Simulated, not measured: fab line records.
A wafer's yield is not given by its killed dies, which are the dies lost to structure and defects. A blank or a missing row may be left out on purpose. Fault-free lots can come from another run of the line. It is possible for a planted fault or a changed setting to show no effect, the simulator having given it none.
A lot that was struck, set against a sound lot | flow nand_harc | 15 out of 1302 route steps
Sound: wafers L314.1, L314.4, L314.6. Struck: wafer L315.6. At the end, the cause is stated.
Each step with rows lists, per side, the tool, then ch with its chambers, then its first start. Under that, the readings that differ: sound wafers | struck wafers | difference of the means | sigmas: that difference in standard deviations of wafers without a fault.
alike: words and numbers the same on both sides, and readings whose means are apart by under 2 such deviations; not compared: readings that were withheld, readings missing a value for some wafer, numbers with overlapping values and no deviation given by the record, and bounds like >300 which may hide the same value.
A row with sigmas, a row that says differs or no value, or rows on one side alone: a step with any of these is where the two part. Numbers that have no deviation but don't overlap get no sigmas and don't part them. A reading missing from all wafers of one side parts the sides only when that side holds two or more wafers.

NHARC_A_M1_ETCH_35: etches the open film in N2/H2, target depth 40 nm, overetch 12 nm, time 43.94 s.
  sound on rie_diel-04 ch 0,2,3, day 24 13:36; struck on rie_diel-11 ch 0, day 26 05:54
  reading                | sound                | struck | difference | sigmas
  throttle_valve_pct (%) | 14.168 14.148 14.155 | 14.188 | +0.031     | +3
  alike: drypump_motor_current_A, oes_product_au, rf_vpp_V, showerhead_plenum_p_Torr
  not compared: rf_hours_counter_h
NHARC_A_M1_ETCH_15: etches the open film in C4F8/Ar, target depth 182.5 nm, time 91.2 s.
  sound on rie_diel-04 ch 1,2; struck on rie_diel-11 ch 2
  alike: oes_product_au, rf_vpp_V
  not compared: rf_hours_counter_h
NHARC_A_M1_CD_MEAS_16:
  sound on cd_sem-03 at day 24 13:49; struck on cd_sem-01 at day 26 06:06
  alike: cd_nm
NHARC_A_M1_STRIP_18: strips in N2/H2.
  sound on rie_diel-02 ch 0,1,2, day 24 13:54; struck on rie_diel-04 ch 0, day 26 06:18
  reading               | sound             | struck | difference | sigmas
  oes_product_au (a.u.) | 1.000 0.980 1.002 | 1.014  | +0.020     | +2
  alike: drypump_motor_current_A, rf_vpp_V, showerhead_plenum_p_Torr, throttle_valve_pct
  not compared: rf_hours_counter_h
then, 2 steps without rows for these wafers: NHARC_A_M1_ETCH_28 (etches the open film in CF4/N2, target depth 30 nm, time 72.99 s); NHARC_A_M1_STRIP_19 (strips in post etch residue remover, time 600 s).
NHARC_A_M1_DEGAS_29: time 60 s.
  sound on pvd_sputter-01 at day 24 14:33; struck on pvd_sputter-02 at day 26 06:54
  alike: heater_power_w
then, 4 steps without rows for these wafers: NHARC_A_M1_PRE_CLEAN_30 (time 30 s); NHARC_A_M1_PVD_20 (deposits TaN, target thk 5 nm, time 8.06 s); NHARC_A_M1_PVD_21 (deposits Cu, target thk 30 nm, time 20.49 s); NHARC_A_M1_ECD_22 (material Cu, target thk 400 nm).
NHARC_A_M1_ANNEAL_31: time 90 s.
  sound on rtp_anneal-02 ch 0, day 24 15:32; struck on rtp_anneal-01 ch 0, day 26 07:52
  reading          | sound             | struck | difference | sigmas
  wafer_temp_C_max | 226.0 226.1 226.4 | 226.8  | +0.6       | +2
NHARC_A_M1_CMP_23: polishes, t overpolish 20 s, target thk 154.34 nm.
  sound on cmp-01 ch 2,3, day 24 15:52; struck on cmp-03 ch 2, day 26 08:04
  reading                | sound          | struck | difference | sigmas
  time_to_endpoint_s (s) | 25.6 23.9 27.5 | 16.2   | -9.5       | -3
  alike: motor_current_A
NHARC_A_M1_THK_MEAS_24: measures by xrf.
  sound on film_metro-02 at day 24 16:11; struck on film_metro-01 at day 26 08:27
  reading     | sound             | struck | difference | sigmas
  thk_nm (nm) | 151.6 149.6 153.7 | 146.0  | -5.6       | -4
  not compared: hold
NHARC_END_SORT_01:
  sound on prober-02 ch 0, day 25 23:46; struck on prober-01 ch 0, day 28 07:57
  reading                  | sound    | struck | difference | sigmas
  defect_limited_yield (%) | 93 94 92 | 86     | -7         | -2
  killed_at_array          | 43 39 54 | 90     | +45        | +2
  killed_dies              | 49 40 56 | 95     | +47        | +2
  alike: killed_at_other, killed_at_periphery, killed_open, killed_short

== WHERE THEY PART ==
First at NHARC_A_M1_ETCH_35; last, within this record, at NHARC_END_SORT_01.

WHY: what the simulator had put in
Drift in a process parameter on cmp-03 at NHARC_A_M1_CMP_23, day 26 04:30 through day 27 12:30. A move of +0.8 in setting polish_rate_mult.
